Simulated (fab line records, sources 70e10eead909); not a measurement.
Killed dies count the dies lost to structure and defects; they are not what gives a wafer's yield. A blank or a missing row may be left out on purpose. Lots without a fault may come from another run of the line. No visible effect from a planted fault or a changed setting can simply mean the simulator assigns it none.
Problem report in the 8D (eight disciplines) form, filled by code / flow nand harc / the parts of the form that need people (team, actions taken, sign-off) are left out

## 1. PROBLEM STATEMENT
At NHARC_END_SORT_01, killed at array averages 672 over 4 wafers from 3 lots, while fault-free wafers read 25, standard deviation 9.2. Measured from the usual mean, that is +70 standard deviations.
The first sign was on wafer L550.3 at day 20 21:04, on prober-01. At this step, 7 wafers from 3 lots have a number in the record. Rule for "out" (also "out of limits"): further than 4 standard deviations from the usual mean. Any other wafer with a number is counted as sound.

## 2. WHAT IT IS; WHAT IT IS NOT
question=which readings at this step | is=killed at array, killed dies | is not=killed at other, killed at periphery, killed open
question=which lots | is=L550, L552, L554 | is not=-
question=which wafers of those lots | is=L550.3, L552.3, L554.2, L554.3 | is not=L550.1, L550.4, L552.1
question=read on which gauges | is=prober-01, prober-02 | is not=-
question=when | is=from day 20 21:04 | is not=up to then (1 sound wafer); but 2 sound wafers of L550, L552 came after

## 3. SUSPECTS, AND WHAT RULES EACH OUT
Counting: a tool at a process step up to the reading stays a suspect if it ran every lot that is out. Sound lots after the first of them don't rule it out here, since some wafers of a struck lot are sound.
- the gauge at NHARC_END_SORT_01: ruled out. Those wafers that are out were read across 2 gauges (prober-01, prober-02).
- rie diel-05 at NHARC_A_STAIRCASE_HM_OPEN_463 (chemistry O2/COS): kept. It ran every lot that is out, first L550 (day 13 23:35). Its own readings are out on those wafers: oes product au.
- rie diel-02 at NHARC_A_STAIRCASE_ETCHBACK_416 (etches the open film in C4F8/O2/Ar, target depth 36 nm, time 7.2 s): kept. It ran every lot that is out, first L550 (day 14 07:07). NHARC_A_STAIRCASE_ETCHBACK_416 gives no start for some lots, so the hours and the order of its lots are those of NHARC_A_STAIRCASE_ALD_420.
The count leaves rie diel-02 at NHARC_A_STAIRCASE_ETCHBACK_416 and rie diel-05 at NHARC_A_STAIRCASE_HM_OPEN_463.

## 4. THE CAUSE (what the simulator had put in)
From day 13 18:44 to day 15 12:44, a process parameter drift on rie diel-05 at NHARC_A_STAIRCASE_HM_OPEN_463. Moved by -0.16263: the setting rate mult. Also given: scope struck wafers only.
Counting leaves 2 suspects; this tool is one of them.

## 5. SEQUENCE OF EFFECTS, ordered by route
One row per reading whose mean, taken over the struck wafers that have a number, lies over 3 standard deviations from the usual. Scope: only readings with a usual standard deviation given in the record; hours: median across lots of the time from each lot's start at the first step in this table that gives one to its start at this step; sigmas: change in usual standard deviations.
hours=0; step=NHARC_A_STAIRCASE_HM_OPEN_463; reading=oes product au; usual=0.997 a.u.; on struck wafers=0.891; change=-0.106; sigmas=-9.6
hours=182; step=NHARC_END_SORT_01; reading=killed at array; usual=25; on struck wafers=672; change=+647; sigmas=+70
hours=182; step=NHARC_END_SORT_01; reading=killed dies; usual=29; on struck wafers=677; change=+648; sigmas=+68
Here are the process steps it includes:
- NHARC_A_STAIRCASE_HM_OPEN_463: chemistry O2/COS.

## 6. HOW IT WOULD HAVE BEEN CAUGHT EARLIER
Counted from the fault's start at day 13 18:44, it took 170 hours until the first out-of-limits reading at a measuring or inspecting step in this record, taken at day 20 21:04.
The tool's own readings at NHARC_A_STAIRCASE_HM_OPEN_463 were out on every struck wafer that the step has a row for (oes product au): an alarm limit on them would have fired on the first of those.
All the lots that are out (3) had begun NHARC_A_STAIRCASE_HM_OPEN_463 on rie diel-05 by day 20 21:04. None of them would have been spared by holding the tool at that moment.
